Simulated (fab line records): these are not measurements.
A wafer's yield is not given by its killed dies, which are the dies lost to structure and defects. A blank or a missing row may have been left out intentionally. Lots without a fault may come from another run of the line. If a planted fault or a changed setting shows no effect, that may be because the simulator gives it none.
fab line records ; flow nand_harc
[record] lots = 24; wafers = 72; last_day = 34
route steps=1302 shown A_CONTACT@1039
lots with no fault: from the same line, run without faults
start_h: hours from the record's first day to the start of the lot's first wafer shown ; wait_h: hours since the lot's step before ; " identical to the entry in the row above ; L1.1+2: one row covering several wafers at once ; - either no value or no given start ; * or withheld: withheld ; < > ~ a bound
route shown NAME@n: a module of which the file shows steps, and the number in the route of the first ; usual: the fault-free wafers' mean and standard deviation ; same: alike in all rows ; chamber/n: place in a boat ; sites: readings site by site ; _std_site: how widely they spread, as a standard deviation ; _edge_site: mean of outer sites minus mean of inner sites ; radius_mm: how far each site lies from the wafer's centre ; mask NAME#n: copy n ; behind: the most recent tool/chamber to have shaped the wafer ; hold: reason for holding the lot/hours on hold/outcome of the hold ; device: whichever transistor did not switch (one of n, p or np) ; end of line: tests of these same wafers at the route's end ; for a step that has no rows: nothing shown but its recipe ; killed: at the first sort, the dies lost to defects and structure; wafer yield is something else ; map: dies across one wafer; x = killed, . = not, _ = none there
set.NAME: the setting as run; set.NAME@STEP: as run at that earlier step ; model.NAME: the simulator's own value behind a step, which no gauge read
steps of the route over a sample of lots; a table a step, a row a wafer
services: from which hour (start_h, from the record's first day; less than 0 if before it) a tool's chamber was out of use, for how many hours, and why
[[steps]]
[step NHARC_A_CONTACT_CD_MEAS_69]
[recipe] target_cd_nm = 300; landing_energy_ev = 500
[usual] cd_nm = 300.1/0.56
lot.wafer;tool;chamber;start_h;wait_h;cd_nm
L075.1;cd_sem-01;0;505.36;-;300.4
L075.2;cd_sem-01;0;505.36;-;299.9
L075.6;cd_sem-01;0;505.36;-;299.9
L077.1;cd_sem-03;0;517.51;-;299.7
L077.2;cd_sem-03;0;517.51;-;299.8
L077.3;cd_sem-03;0;517.51;-;299.1
L076.3;cd_sem-03;0;518.85;-;300.7
L076.4;cd_sem-03;0;518.85;-;300.0
L076.5;cd_sem-03;0;518.85;-;300.2
L078.1;cd_sem-02;0;523.51;-;300.1
L078.2;cd_sem-02;0;523.51;-;299.7
L078.6;cd_sem-02;0;523.51;-;300.0
L074.3;cd_sem-03;0;524.00;-;300.1
L074.4;cd_sem-03;0;524.00;-;299.4
L074.5;cd_sem-03;0;524.00;-;300.1
L081.1;cd_sem-02;0;548.03;-;300.8
L081.2;cd_sem-02;0;548.03;-;300.0
L081.4;cd_sem-02;0;548.03;-;300.6
L079.2;cd_sem-01;0;548.74;-;300.7
L079.3;cd_sem-01;0;548.74;-;300.3
L079.5;cd_sem-01;0;548.74;-;299.6
L080.2;cd_sem-03;0;552.42;-;299.0
L080.3;cd_sem-03;0;552.42;-;299.9
L080.4;cd_sem-03;0;552.42;-;299.3
L083.1;cd_sem-02;0;581.84;-;299.6
L083.3;cd_sem-02;0;581.84;-;299.2
L083.6;cd_sem-02;0;581.84;-;299.2
L082.1;cd_sem-03;0;584.30;-;300.3
L082.3;cd_sem-03;0;584.30;-;299.7
L082.5;cd_sem-03;0;584.30;-;300.1
L085.1;cd_sem-01;0;606.27;-;300.7
L085.2;cd_sem-01;0;606.27;-;300.0
L085.5;cd_sem-01;0;606.27;-;299.9
L084.1;cd_sem-01;0;619.50;-;299.2
L084.2;cd_sem-01;0;619.50;-;300.0
L084.3;cd_sem-01;0;619.50;-;300.0
L086.2;cd_sem-02;0;623.80;-;300.5
L086.3;cd_sem-02;0;623.80;-;300.2
L086.5;cd_sem-02;0;623.80;-;301.2
L087.2;cd_sem-03;0;647.73;-;299.2
L087.5;cd_sem-03;0;647.73;-;299.5
L087.6;cd_sem-03;0;647.73;-;300.1
L090.3;cd_sem-01;0;647.89;-;299.8
L090.5;cd_sem-01;0;647.89;-;299.3
L090.6;cd_sem-01;0;647.89;-;299.5
L088.2;cd_sem-01;0;651.08;-;300.1
L088.3;cd_sem-01;0;651.08;-;300.7
L088.5;cd_sem-01;0;651.08;-;300.6
L089.1;cd_sem-03;0;654.96;-;300.8
L089.2;cd_sem-03;0;654.96;-;300.9
L089.3;cd_sem-03;0;654.96;-;300.9
L091.1;cd_sem-02;0;659.59;-;300.6
L091.3;cd_sem-02;0;659.59;-;301.0
L091.4;cd_sem-02;0;659.59;-;301.5
L092.1;cd_sem-01;0;689.05;-;300.0
L092.3;cd_sem-01;0;689.05;-;300.3
L092.4;cd_sem-01;0;689.05;-;300.3
L093.2;cd_sem-01;0;696.42;-;299.4
L093.4;cd_sem-01;0;696.42;-;300.2
L093.5;cd_sem-01;0;696.42;-;299.5
L095.1;cd_sem-02;0;718.12;-;301.4
L095.3;cd_sem-02;0;718.12;-;299.9
L095.5;cd_sem-02;0;718.12;-;301.0
L096.1;cd_sem-01;0;722.87;-;300.3
L096.3;cd_sem-01;0;722.87;-;300.3
L096.4;cd_sem-01;0;722.87;-;300.5
L094.1;cd_sem-01;0;726.52;-;299.3
L094.3;cd_sem-01;0;726.52;-;299.9
L094.4;cd_sem-01;0;726.52;-;299.8
L097.3;cd_sem-03;0;738.46;-;300.9
L097.4;cd_sem-03;0;738.46;-;299.8
L097.6;cd_sem-03;0;738.46;-;300.7
[step NHARC_A_CONTACT_ETCH_75]
[recipe] target_depth_a = 390; over_etch_frac = 0.3; time_s = 65; ion_energy_ev = 80; cf4_flow_sccm = 150; ar_flow_sccm = 0; rf_w = 300; bias_w = 100; chemistry = CF4
[usual] drypump_motor_current_A = 5.80/0.26; oes_product_au = 1.002/0.0093; rf_vpp_V = 151.4/1.3; showerhead_plenum_p_Torr = 1.79/0.087; throttle_valve_pct = 13.284/0.009
[same] over_etch_frac = 0.3
lot.wafer;tool;chamber;start_h;wait_h;drypump_motor_current_A;oes_product_au;rf_hours_counter_h;rf_vpp_V;showerhead_plenum_p_Torr;throttle_valve_pct
L075.1;rie_diel-04;3;505.64;0.1;5.71;1.003;23;151.9;1.87;13.288
L075.2;rie_diel-04;0;505.64;0.1;5.76;0.991;21;149.5;1.64;13.281
L075.6;rie_diel-04;2;505.64;0.1;5.99;0.994;-;151.6;1.83;13.281
L077.3;rie_diel-08;1;517.78;0.1;6.28;1.007;40;152.1;1.88;13.267
L077.1;rie_diel-08;2;517.78;0.1;5.97;1.000;41;152.2;1.90;13.279
L077.2;rie_diel-08;3;517.78;0.1;5.18;1.003;46;150.8;1.76;13.287
L076.4;rie_diel-04;3;519.12;0.1;5.73;1.005;27;151.6;1.87;13.290
L076.3;rie_diel-04;0;519.12;0.1;5.81;0.988;25;150.7;1.64;13.278
L076.5;rie_diel-04;0;519.12;0.1;5.82;0.996;-;150.5;1.64;13.289
L078.1;rie_diel-05;1;523.80;0.1;6.17;0.980;34;153.5;1.88;13.283
L078.2;rie_diel-05;2;523.80;0.1;5.76;0.999;40;150.7;1.72;13.291
L078.6;rie_diel-05;0;523.80;0.1;5.65;1.016;-;151.8;1.90;13.282
L074.3;rie_diel-04;3;524.27;0.1;5.67;0.988;28;151.6;1.87;13.280
L074.4;rie_diel-04;1;524.27;0.1;5.46;0.998;26;150.7;1.72;13.297
L074.5;rie_diel-04;3;524.27;0.1;5.68;0.994;-;153.4;1.87;13.272
L081.4;rie_diel-04;1;548.30;0.1;5.45;1.018;0;151.9;1.72;13.278
L081.2;rie_diel-04;3;548.30;0.1;5.69;1.002;0;152.3;1.87;13.278
L081.1;rie_diel-04;0;548.30;0.1;5.78;1.004;0;149.9;1.64;13.284
L079.3;rie_diel-04;2;549.50;0.1;5.97;1.002;1;150.6;1.83;13.267
L079.2;rie_diel-04;3;549.50;0.1;5.69;0.993;1;151.0;1.87;13.295
L079.5;rie_diel-04;1;549.50;0.1;5.44;1.014;-;151.5;1.72;13.283
L080.4;rie_diel-04;2;552.69;0.1;6.01;1.002;2;152.5;1.82;13.273
L080.3;rie_diel-04;3;552.69;0.1;5.68;0.992;3;153.4;1.87;13.293
L080.2;rie_diel-04;0;552.69;0.1;5.76;1.011;3;150.6;1.64;13.286
L083.1;rie_diel-04;3;582.11;0.1;5.69;1.004;7;153.2;1.87;13.296
L083.3;rie_diel-04;0;582.11;0.1;5.78;1.009;8;149.6;1.64;13.287
L083.6;rie_diel-04;3;582.11;0.1;5.71;0.990;-;151.9;1.87;13.278
L082.3;rie_diel-08;2;584.61;0.1;5.96;0.989;10;153.4;1.89;13.274
L082.1;rie_diel-08;0;584.61;0.1;5.89;1.013;12;150.3;1.72;13.293
L082.5;rie_diel-08;1;584.61;0.1;6.29;1.005;-;153.5;1.87;13.293
L085.1;rie_diel-04;0;606.54;0.1;5.81;0.997;11;150.3;1.64;13.279
L085.2;rie_diel-04;3;606.54;0.1;5.67;1.000;10;152.1;1.86;13.286
L085.5;rie_diel-04;1;606.54;0.1;5.51;1.005;-;149.8;1.71;13.269
L084.1;rie_diel-08;0;619.77;0.1;5.88;1.002;30;149.1;1.72;13.292
L084.2;rie_diel-08;2;619.77;0.1;5.95;0.994;24;152.2;1.89;13.268
L084.3;rie_diel-08;3;619.77;0.1;5.19;0.995;28;151.0;1.75;13.288
L086.2;rie_diel-04;0;624.08;0.1;5.76;0.999;14;151.0;1.64;13.288
L086.3;rie_diel-04;1;624.08;0.1;5.52;1.007;13;150.4;1.71;13.293
L086.5;rie_diel-04;3;624.08;0.1;5.70;0.999;-;152.7;1.86;13.286
L087.2;rie_diel-05;1;648.00;0.1;6.19;0.994;6;152.8;1.87;13.272
L087.5;rie_diel-05;1;648.00;0.1;6.19;0.986;-;151.1;1.87;13.297
L087.6;rie_diel-05;2;648.00;0.1;5.78;1.008;-;150.7;1.71;13.281
L090.3;rie_diel-04;3;648.16;0.1;5.69;1.000;18;152.5;1.86;13.269
L090.6;rie_diel-04;3;648.16;0.1;5.69;0.998;-;152.1;1.86;13.267
L090.5;rie_diel-04;0;648.16;0.1;5.81;1.007;-;149.4;1.64;13.287
L088.3;rie_diel-04;2;651.36;0.1;5.98;1.008;20;152.3;1.82;13.298
L088.2;rie_diel-04;3;651.36;0.1;5.69;0.991;21;152.6;1.86;13.283
L088.5;rie_diel-04;1;651.36;0.1;5.52;1.001;-;150.6;1.71;13.297
L089.1;rie_diel-08;0;655.23;0.1;5.88;1.002;40;151.4;1.71;13.282
L089.3;rie_diel-08;2;655.23;0.1;5.92;0.997;39;152.1;1.88;13.288
L089.2;rie_diel-08;3;655.23;0.1;5.16;1.014;42;150.7;1.75;13.285
L091.4;rie_diel-05;1;659.88;0.1;6.19;1.002;10;153.0;1.87;13.275
L091.3;rie_diel-05;2;659.88;0.1;5.78;1.002;12;150.1;1.71;13.299
L091.1;rie_diel-05;3;659.88;0.1;5.99;1.018;15;149.8;1.73;13.297
L092.4;rie_diel-04;0;689.32;0.1;5.82;0.996;25;149.9;1.64;13.281
L092.3;rie_diel-04;1;689.32;0.1;5.46;1.007;23;151.1;1.71;13.267
L092.1;rie_diel-04;3;689.32;0.1;5.71;1.001;25;152.6;1.86;13.282
L093.4;rie_diel-04;1;696.69;0.1;5.43;1.013;24;150.9;1.71;13.279
L093.2;rie_diel-04;0;696.69;0.1;5.80;1.002;25;151.0;1.64;13.306
L093.5;rie_diel-04;2;696.69;0.1;5.98;1.009;-;151.6;1.82;13.287
L095.3;rie_diel-04;1;718.39;0.1;5.46;0.999;0;150.6;1.71;13.285
L095.1;rie_diel-04;0;718.39;0.1;5.81;0.991;0;153.5;1.91;13.283
L095.5;rie_diel-04;2;718.39;0.1;6.00;0.993;-;152.1;1.82;13.276
L096.3;rie_diel-04;0;723.15;0.1;5.75;0.988;1;152.8;1.91;13.281
L096.4;rie_diel-04;1;723.15;0.1;5.47;0.999;1;150.0;1.71;13.283
L096.1;rie_diel-04;2;723.15;0.1;6.03;0.988;1;152.7;1.82;13.282
L094.3;rie_diel-05;1;726.80;0.1;6.14;1.004;24;152.4;1.87;13.279
L094.4;rie_diel-05;2;726.80;0.1;5.76;1.009;29;149.1;1.70;13.282
L094.1;rie_diel-05;3;726.80;0.1;6.00;1.029;33;150.3;1.73;13.272
L097.4;rie_diel-08;3;738.76;0.1;5.19;1.000;2;151.3;1.74;13.287
L097.3;rie_diel-08;0;738.76;0.1;5.88;0.994;2;150.5;1.71;13.290
L097.6;rie_diel-08;3;738.76;0.1;5.19;1.008;-;151.2;1.74;13.289
[step NHARC_A_CONTACT_ETCH_127]
[recipe] source_w = withheld; pressure_mtorr = 20; bias_v = 3000; time_s = 197; target_depth_a = 19180; ar_flow_sccm = withheld; c4f8_flow_sccm = withheld; o2_flow_sccm = withheld; chemistry = C4F8/O2/Ar
lot.wafer;tool;chamber;start_h;wait_h;rf_hours_counter_h
L075.2;har_cap_etch-03;0;507.64;0.1;41
L075.1;har_cap_etch-03;1;507.64;0.1;41
L075.6;har_cap_etch-03;0;507.64;0.1;-
L077.2;har_cap_etch-03;1;519.80;0.1;47
L077.1;har_cap_etch-03;0;519.80;0.1;47
L077.3;har_cap_etch-03;1;519.80;0.1;-
L076.3;har_cap_etch-02;1;521.33;0.1;-
L076.4;har_cap_etch-02;0;521.33;0.1;-
L076.5;har_cap_etch-02;0;521.33;0.1;-
L078.1;har_cap_etch-01;0;525.79;0.1;2
L078.2;har_cap_etch-01;1;525.79;0.1;2
L078.6;har_cap_etch-01;0;525.79;0.1;-
L074.3;har_cap_etch-03;0;526.35;0.1;-
L074.4;har_cap_etch-03;1;526.35;0.1;-
L074.5;har_cap_etch-03;1;526.35;0.1;-
L081.1;har_cap_etch-01;1;550.31;0.1;7
L081.2;har_cap_etch-01;0;550.31;0.1;7
L081.4;har_cap_etch-01;1;550.31;0.1;-
L079.2;har_cap_etch-03;0;551.50;0.1;54
L079.3;har_cap_etch-03;0;551.50;0.1;-
L079.5;har_cap_etch-03;1;551.50;0.1;-
L080.2;har_cap_etch-02;0;554.73;0.1;94
L080.3;har_cap_etch-02;1;554.73;0.1;-
L080.4;har_cap_etch-02;0;554.73;0.1;-
L083.1;har_cap_etch-02;0;584.15;0.1;97
L083.3;har_cap_etch-02;1;584.15;0.1;-
L083.6;har_cap_etch-02;1;584.15;0.1;-
L082.1;har_cap_etch-01;1;586.64;0.1;13
L082.3;har_cap_etch-01;0;586.64;0.1;-
L082.5;har_cap_etch-01;1;586.64;0.1;-
L085.1;har_cap_etch-03;0;608.54;0.1;61
L085.2;har_cap_etch-03;1;608.54;0.1;61
L085.5;har_cap_etch-03;0;608.54;0.1;-
L084.2;har_cap_etch-02;1;621.77;0.1;103
L084.1;har_cap_etch-02;0;621.77;0.1;103
L084.3;har_cap_etch-02;1;621.77;0.1;-
L086.2;har_cap_etch-01;1;626.12;0.1;19
L086.3;har_cap_etch-01;0;626.12;0.1;-
L086.5;har_cap_etch-01;1;626.12;0.1;-
L087.2;har_cap_etch-03;1;650.04;0.1;68
L087.5;har_cap_etch-03;0;650.04;0.1;-
L087.6;har_cap_etch-03;1;650.04;0.1;-
L090.3;har_cap_etch-02;1;650.22;0.1;-
L090.5;har_cap_etch-02;1;650.22;0.1;-
L090.6;har_cap_etch-02;0;650.22;0.1;-
L088.2;har_cap_etch-03;1;653.42;0.1;69
L088.3;har_cap_etch-03;1;653.42;0.1;-
L088.5;har_cap_etch-03;0;653.42;0.1;-
L089.2;har_cap_etch-02;0;657.28;0.1;110
L089.1;har_cap_etch-02;1;657.28;0.1;110
L089.3;har_cap_etch-02;1;657.28;0.1;-
L091.1;har_cap_etch-02;1;662.01;0.1;111
L091.3;har_cap_etch-02;0;662.01;0.1;-
L091.4;har_cap_etch-02;1;662.01;0.1;-
L092.1;har_cap_etch-01;1;691.37;0.1;32
L092.4;har_cap_etch-01;0;691.37;0.1;-
L092.3;har_cap_etch-01;1;691.37;0.1;-
L093.2;har_cap_etch-02;0;698.79;0.2;116
L093.4;har_cap_etch-02;0;698.79;0.2;-
L093.5;har_cap_etch-02;0;698.79;0.2;-
L095.1;har_cap_etch-02;1;720.43;0.1;120
L095.3;har_cap_etch-02;0;720.43;0.1;-
L095.5;har_cap_etch-02;1;720.43;0.1;-
L096.1;har_cap_etch-03;0;725.17;0.1;80
L096.4;har_cap_etch-03;1;725.17;0.1;-
L096.3;har_cap_etch-03;0;725.17;0.1;-
L094.1;har_cap_etch-01;0;728.89;0.1;37
L094.4;har_cap_etch-01;0;728.89;0.1;-
L094.3;har_cap_etch-01;1;728.89;0.1;-
L097.4;har_cap_etch-03;1;740.97;0.1;-
L097.3;har_cap_etch-03;0;740.97;0.1;-
L097.6;har_cap_etch-03;0;740.97;0.1;-
[step NHARC_A_CONTACT_ETCH_128]
[recipe] source_w = withheld; pressure_mtorr = 20; bias_v = 3000; time_s = 197; target_depth_a = 19180; ar_flow_sccm = withheld; c4f8_flow_sccm = withheld; o2_flow_sccm = withheld; chemistry = C4F8/O2/Ar
lot.wafer;tool;chamber;start_h;wait_h;rf_hours_counter_h
L075.2;har_cap_etch-03;0;507.82;0.1;41
L075.1;har_cap_etch-03;1;507.82;0.1;41
L075.6;har_cap_etch-03;0;507.82;0.1;-
L077.2;har_cap_etch-03;1;519.98;0.1;47
L077.1;har_cap_etch-03;0;519.98;0.1;47
L077.3;har_cap_etch-03;1;519.98;0.1;-
L076.3;har_cap_etch-02;1;521.51;0.1;-
L076.4;har_cap_etch-02;0;521.51;0.1;-
L076.5;har_cap_etch-02;0;521.51;0.1;-
L078.1;har_cap_etch-01;0;525.97;0.1;2
L078.2;har_cap_etch-01;1;525.97;0.1;2
L078.6;har_cap_etch-01;0;525.97;0.1;-
L074.3;har_cap_etch-03;0;526.52;0.1;-
L074.4;har_cap_etch-03;1;526.52;0.1;-
L074.5;har_cap_etch-03;1;526.52;0.1;-
L081.1;har_cap_etch-01;1;550.49;0.1;7
L081.2;har_cap_etch-01;0;550.49;0.1;7
L081.4;har_cap_etch-01;1;550.49;0.1;-
L079.2;har_cap_etch-03;0;551.68;0.1;54
L079.3;har_cap_etch-03;0;551.68;0.1;-
L079.5;har_cap_etch-03;1;551.68;0.1;-
L080.2;har_cap_etch-02;0;554.91;0.1;94
L080.3;har_cap_etch-02;1;554.91;0.1;-
L080.4;har_cap_etch-02;0;554.91;0.1;-
L083.1;har_cap_etch-02;0;584.33;0.1;97
L083.3;har_cap_etch-02;1;584.33;0.1;-
L083.6;har_cap_etch-02;1;584.33;0.1;-
L082.1;har_cap_etch-01;1;586.82;0.1;13
L082.3;har_cap_etch-01;0;586.82;0.1;-
L082.5;har_cap_etch-01;1;586.82;0.1;-
L085.1;har_cap_etch-03;0;608.72;0.1;61
L085.2;har_cap_etch-03;1;608.72;0.1;61
L085.5;har_cap_etch-03;0;608.72;0.1;-
L084.2;har_cap_etch-02;1;621.95;0.1;103
L084.1;har_cap_etch-02;0;621.95;0.1;103
L084.3;har_cap_etch-02;1;621.95;0.1;-
L086.2;har_cap_etch-01;1;626.30;0.1;19
L086.3;har_cap_etch-01;0;626.30;0.1;-
L086.5;har_cap_etch-01;1;626.30;0.1;-
L087.2;har_cap_etch-03;1;650.21;0.1;68
L087.5;har_cap_etch-03;0;650.21;0.1;-
L087.6;har_cap_etch-03;1;650.21;0.1;-
L090.3;har_cap_etch-02;1;650.39;0.1;-
L090.5;har_cap_etch-02;1;650.39;0.1;-
L090.6;har_cap_etch-02;0;650.39;0.1;-
L088.2;har_cap_etch-03;1;653.60;0.2;69
L088.3;har_cap_etch-03;1;653.60;0.2;-
L088.5;har_cap_etch-03;0;653.60;0.2;-
L089.2;har_cap_etch-02;0;657.46;0.1;110
L089.1;har_cap_etch-02;1;657.46;0.1;110
L089.3;har_cap_etch-02;1;657.46;0.1;-
L091.1;har_cap_etch-02;1;662.18;0.1;112
L091.3;har_cap_etch-02;0;662.18;0.1;-
L091.4;har_cap_etch-02;1;662.18;0.1;-
L092.1;har_cap_etch-01;1;691.54;0.1;32
L092.4;har_cap_etch-01;0;691.54;0.1;-
L092.3;har_cap_etch-01;1;691.54;0.1;-
L093.2;har_cap_etch-02;0;699.03;0.2;116
L093.4;har_cap_etch-02;0;699.03;0.2;-
L093.5;har_cap_etch-02;0;699.03;0.2;-
L095.1;har_cap_etch-02;1;720.61;0.1;120
L095.3;har_cap_etch-02;0;720.61;0.1;-
L095.5;har_cap_etch-02;1;720.61;0.1;-
L096.1;har_cap_etch-03;0;725.35;0.1;80
L096.4;har_cap_etch-03;1;725.35;0.1;-
L096.3;har_cap_etch-03;0;725.35;0.1;-
L094.1;har_cap_etch-01;0;729.07;0.1;37
L094.4;har_cap_etch-01;0;729.07;0.1;-
L094.3;har_cap_etch-01;1;729.07;0.1;-
L097.4;har_cap_etch-03;1;741.15;0.1;-
L097.3;har_cap_etch-03;0;741.15;0.1;-
L097.6;har_cap_etch-03;0;741.15;0.1;-
[step NHARC_A_CONTACT_ETCH_133]
[recipe] source_w = withheld; pressure_mtorr = 20; bias_v = 400; time_s = 374; target_depth_a = 16100; ar_flow_sccm = withheld; c4f8_flow_sccm = 11.5; o2_flow_sccm = 7.2; chemistry = C4F8/O2/Ar
lot.wafer;tool;chamber;start_h;wait_h;rf_hours_counter_h
L075.2;har_cap_etch-03;0;508.87;0.2;42
L075.1;har_cap_etch-03;1;508.87;0.2;42
L075.6;har_cap_etch-03;0;508.87;0.2;-
L077.2;har_cap_etch-03;1;520.87;0.1;48
L077.1;har_cap_etch-03;0;520.87;0.1;48
L077.3;har_cap_etch-03;1;520.87;0.1;-
L076.3;har_cap_etch-02;1;522.47;0.2;-
L076.4;har_cap_etch-02;0;522.47;0.2;-
L076.5;har_cap_etch-02;0;522.47;0.2;-
L078.1;har_cap_etch-01;0;526.85;0.1;3
L078.2;har_cap_etch-01;1;526.85;0.1;3
L078.6;har_cap_etch-01;0;526.85;0.1;-
L074.3;har_cap_etch-03;0;527.48;0.2;-
L074.4;har_cap_etch-03;1;527.48;0.2;-
L074.5;har_cap_etch-03;1;527.48;0.2;-
L081.1;har_cap_etch-01;1;551.37;0.1;8
L081.2;har_cap_etch-01;0;551.37;0.1;8
L081.4;har_cap_etch-01;1;551.37;0.1;-
L079.2;har_cap_etch-03;0;552.56;0.1;55
L079.3;har_cap_etch-03;0;552.56;0.1;-
L079.5;har_cap_etch-03;1;552.56;0.1;-
L080.2;har_cap_etch-02;0;555.83;0.2;95
L080.3;har_cap_etch-02;1;555.83;0.2;-
L080.4;har_cap_etch-02;0;555.83;0.2;-
L083.1;har_cap_etch-02;0;585.25;0.2;98
L083.3;har_cap_etch-02;1;585.25;0.2;-
L083.6;har_cap_etch-02;1;585.25;0.2;-
L082.1;har_cap_etch-01;1;587.74;0.2;14
L082.3;har_cap_etch-01;0;587.74;0.2;-
L082.5;har_cap_etch-01;1;587.74;0.2;-
L085.1;har_cap_etch-03;0;609.60;0.1;62
L085.2;har_cap_etch-03;1;609.60;0.1;62
L085.5;har_cap_etch-03;0;609.60;0.1;-
L084.2;har_cap_etch-02;1;622.83;0.1;104
L084.1;har_cap_etch-02;0;622.83;0.1;104
L084.3;har_cap_etch-02;1;622.83;0.1;-
L086.2;har_cap_etch-01;1;627.22;0.2;20
L086.3;har_cap_etch-01;0;627.22;0.2;-
L086.5;har_cap_etch-01;1;627.22;0.2;-
L087.2;har_cap_etch-03;1;651.13;0.2;69
L087.5;har_cap_etch-03;0;651.13;0.2;-
L087.6;har_cap_etch-03;1;651.13;0.2;-
L090.3;har_cap_etch-02;1;651.36;0.2;-
L090.5;har_cap_etch-02;1;651.36;0.2;-
L090.6;har_cap_etch-02;0;651.36;0.2;-
L088.2;har_cap_etch-03;1;654.48;0.1;70
L088.3;har_cap_etch-03;1;654.48;0.1;-
L088.5;har_cap_etch-03;0;654.48;0.1;-
L089.2;har_cap_etch-02;0;658.34;0.1;111
L089.1;har_cap_etch-02;1;658.34;0.1;111
L089.3;har_cap_etch-02;1;658.34;0.1;-
L091.1;har_cap_etch-02;1;663.10;0.2;112
L091.3;har_cap_etch-02;0;663.10;0.2;-
L091.4;har_cap_etch-02;1;663.10;0.2;-
L092.1;har_cap_etch-01;1;692.47;0.2;33
L092.4;har_cap_etch-01;0;692.47;0.2;-
L092.3;har_cap_etch-01;1;692.47;0.2;-
L093.2;har_cap_etch-02;0;700.26;0.3;117
L093.4;har_cap_etch-02;0;700.26;0.3;-
L093.5;har_cap_etch-02;0;700.26;0.3;-
L095.1;har_cap_etch-02;1;721.53;0.2;121
L095.3;har_cap_etch-02;0;721.53;0.2;-
L095.5;har_cap_etch-02;1;721.53;0.2;-
L096.1;har_cap_etch-03;0;726.27;0.2;81
L096.4;har_cap_etch-03;1;726.27;0.2;-
L096.3;har_cap_etch-03;0;726.27;0.2;-
L094.1;har_cap_etch-01;0;729.95;0.1;38
L094.4;har_cap_etch-01;0;729.95;0.1;-
L094.3;har_cap_etch-01;1;729.95;0.1;-
L097.4;har_cap_etch-03;1;742.12;0.2;-
L097.3;har_cap_etch-03;0;742.12;0.2;-
L097.6;har_cap_etch-03;0;742.12;0.2;-
[step NHARC_A_CONTACT_OVL_MEAS_09]
[usual] overlay_x_nm = 0.0/0.58; overlay_y_nm = -0.1/0.97
lot.wafer;tool;chamber;start_h;wait_h;overlay_x_nm;overlay_y_nm
L075.1;overlay-02;-;515.88;-;0.5;-1.4
L075.2;overlay-02;-;515.88;-;0.7;-1.4
L075.6;overlay-02;-;515.88;-;0.4;-1.3
L077.1;overlay-02;-;525.25;-;0.3;0.9
L077.2;overlay-02;-;525.25;-;0.2;0.8
L077.3;overlay-02;-;525.25;-;0.0;0.9
L076.3;overlay-01;-;531.25;-;-0.1;-1.4
L076.4;overlay-01;-;531.25;-;0.2;-1.4
L076.5;overlay-01;-;531.25;-;-0.3;-1.1
L078.1;overlay-01;-;532.95;-;-0.3;-1.0
L078.2;overlay-01;-;532.95;-;0.1;-1.1
L078.6;overlay-01;-;532.95;-;-0.1;-1.3
L074.3;overlay-02;-;533.40;-;1.3;-0.1
L074.4;overlay-02;-;533.40;-;0.4;-0.3
L074.5;overlay-02;-;533.40;-;0.8;-0.5
L081.1;overlay-01;-;557.01;-;0.2;1.8
L081.2;overlay-01;-;557.01;-;-0.3;2.3
L081.4;overlay-01;-;557.01;-;-0.4;2.0
L079.2;overlay-01;-;558.87;-;0.0;0.4
L079.3;overlay-01;-;558.87;-;0.5;0.1
L079.5;overlay-01;-;558.87;-;0.3;0.1
L080.2;overlay-02;-;560.65;-;-0.8;0.9
L080.3;overlay-02;-;560.65;-;-1.1;1.1
L080.4;overlay-02;-;560.65;-;-0.6;0.8
L083.1;overlay-01;-;589.68;-;0.7;0.5
L083.3;overlay-01;-;589.68;-;0.4;0.2
L083.6;overlay-01;-;589.68;-;0.7;0.3
L082.1;overlay-01;-;593.29;-;-0.6;0.6
L082.3;overlay-01;-;593.29;-;-0.6;1.0
L082.5;overlay-01;-;593.29;-;-0.4;0.9
L085.1;overlay-01;-;615.13;-;0.3;-2.1
L085.2;overlay-01;-;615.13;-;-0.3;-2.0
L085.5;overlay-01;-;615.13;-;-0.5;-1.7
L084.1;overlay-01;-;627.44;-;1.0;0.9
L084.2;overlay-01;-;627.44;-;0.3;1.4
L084.3;overlay-01;-;627.44;-;0.9;1.4
L086.2;overlay-01;-;631.76;-;-1.1;-0.3
L086.3;overlay-01;-;631.76;-;-1.3;0.1
L086.5;overlay-01;-;631.76;-;-0.9;-1.0
L087.2;overlay-02;-;656.16;-;-0.7;-0.1
L087.5;overlay-02;-;656.16;-;0.0;0.3
L087.6;overlay-02;-;656.16;-;-0.3;-0.1
L090.3;overlay-01;-;656.41;-;-0.5;-0.1
L090.5;overlay-01;-;656.41;-;-0.4;-0.4
L090.6;overlay-01;-;656.41;-;-0.3;-0.5
L088.2;overlay-01;-;659.72;-;-0.8;0.1
L088.3;overlay-01;-;659.72;-;-0.4;0.5
L088.5;overlay-01;-;659.72;-;-0.4;0.7
L089.1;overlay-01;-;662.84;-;0.0;-0.7
L089.2;overlay-01;-;662.84;-;0.3;-1.3
L089.3;overlay-01;-;662.84;-;0.3;-0.9
L091.1;overlay-02;-;668.39;-;0.2;-0.4
L091.3;overlay-02;-;668.39;-;0.3;-0.9
L091.4;overlay-02;-;668.39;-;-0.2;-0.3
L092.1;overlay-02;-;697.91;-;0.8;-0.6
L092.3;overlay-02;-;697.91;-;0.3;-1.0
L092.4;overlay-02;-;697.91;-;0.8;-0.8
L093.2;overlay-02;-;704.79;-;0.0;-1.3
L093.4;overlay-02;-;704.79;-;0.0;-1.4
L093.5;overlay-02;-;704.79;-;-0.6;-1.4
L095.1;overlay-02;-;730.07;-;0.0;1.1
L095.3;overlay-02;-;730.07;-;0.6;1.2
L095.5;overlay-02;-;730.07;-;0.3;1.5
L096.1;overlay-01;-;731.93;-;0.0;0.3
L096.3;overlay-01;-;731.93;-;-0.3;-0.6
L096.4;overlay-01;-;731.93;-;0.2;-0.3
L094.1;overlay-02;-;735.30;-;-0.4;0.1
L094.3;overlay-02;-;735.30;-;0.0;0.3
L094.4;overlay-02;-;735.30;-;0.1;0.4
L097.3;overlay-02;-;749.78;-;-1.2;0.3
L097.4;overlay-02;-;749.78;-;-1.2;0.4
L097.6;overlay-02;-;749.78;-;-1.1;0.4
[[services]]
tool;chamber;start_h;hours;kind
rie_diel-04;0;486.86;-;clean
rie_diel-04;1;486.86;-;clean
rie_diel-04;2;486.86;-;clean
rie_diel-04;3;486.86;-;clean
har_cap_etch-01;-;498.38;17.0;pm
har_cap_etch-01;0;498.38;17.0;vent_cycle
har_cap_etch-01;1;498.38;17.0;vent_cycle
rie_diel-04;0;511.36;-;clean
rie_diel-04;1;511.36;-;clean
rie_diel-04;2;511.36;-;clean
har_cap_etch-01;0;515.38;-;clean
har_cap_etch-01;1;515.38;-;clean
rie_diel-04;-;531.91;9.0;pm
rie_diel-08;-;544.85;9.0;pm
rie_diel-05;-;583.25;28.3;repair
rie_diel-04;-;616.43;2.0;repair
rie_diel-05;0;628.17;1.2;repair
rie_diel-08;0;636.49;8.3;repair
rie_diel-04;2;639.55;1.3;repair
rie_diel-04;2;682.78;1.9;repair
rie_diel-05;1;683.33;7.7;repair
rie_diel-04;-;708.91;9.0;pm
rie_diel-08;-;722.06;9.0;pm
rie_diel-04;1;734.00;10.8;repair
[[key]]
fault none
